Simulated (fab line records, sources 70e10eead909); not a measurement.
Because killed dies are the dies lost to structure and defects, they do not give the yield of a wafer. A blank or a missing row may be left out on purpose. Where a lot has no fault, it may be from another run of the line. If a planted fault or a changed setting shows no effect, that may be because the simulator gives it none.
What tool caused it? ; flow nandHarc ; 24 lots, 72 wafers sampled, at 1 step of a route of 1302

== WHAT THE GAUGES SHOWED, per wafer ==
NHARC_A_CONTACT_INSPECT_71.
lot;measured;on;rawDefectCount
L074;day 21 21:18;defectInspect-01;156 133 136
L075;day 22 07:03;defectInspect-02;113 94 112
L078;day 23 05:22;defectInspect-02;21 19 15
L076;day 23 06:02;defectInspect-02;88 97 119
L079;day 23 10:21;defectInspect-02;114 95 109
L077;day 23 14:40;defectInspect-02;162 149 159
L081;day 24 02:19;defectInspect-01;127 127 104
L080;day 24 12:25;defectInspect-02;87 76 96
L084;day 25 09:34;defectInspect-02;80 85 77
L082;day 25 12:53;defectInspect-01;37 43 41
L083;day 25 13:05;defectInspect-02;85 72 93
L085;day 27 00:03;defectInspect-01;22 19 27
L086;day 27 03:13;defectInspect-02;42 42 40
L087;day 27 15:50;defectInspect-02;85 81 80
L088;day 27 17:53;defectInspect-02;67 69 66
L089;day 27 19:43;defectInspect-01;54 42 63
L090;day 28 07:34;defectInspect-01;123 123 109
L091;day 28 10:46;defectInspect-01;22 14 25
L093;day 29 01:23;defectInspect-01;40 42 26
L092;day 29 07:10;defectInspect-01;161 151 170
L095;day 30 03:35;defectInspect-02;68 64 58
L094;day 30 04:41;defectInspect-02;72 87 83
L096;day 30 21:06;defectInspect-01;62 81 61
L097;day 31 09:51;defectInspect-02;61 65 70

== EACH LOT AND THE TOOL THAT RAN IT (in order: tool; ch and the chambers of the sampled wafers; start) ==
No process step before these readings appears in the record.

== AS READ BY THE TOOLS THEMSELVES (means over the sampled wafers that have a number; for cases with no such wafer, the mark the record gives instead) ==
The record holds no such reading with a usual standard deviation.

== THE ANSWER, worked out from the rows above alone ==
Rule: what is usual is taken from the lots themselves. The widest of any qualifying gaps counts: lots, ordered by their means at a reading, are off when they make up no more than a third of the lots, leave a main group of 4 or more, and stand apart from it by 3 or more times the standard deviation of that group's means. A main group is skipped when, at the precision printed for the reading in the tables above, its means are all equal. Also off: a lot with no number at a reading for which 4 or more lots have one. The other lots that the step has rows for count as sound. Order of review: gauges by route order, followed by the tools' own readings, for which a lot's mean as printed above is used. The first step at which some lot is off is used, and at that step the reading that is off furthest; a lot without a number counts as furthest.
No lot is off on any of the readings shown, so nothing can be concluded from this.

== WHAT THE SIMULATOR PUT IN ==
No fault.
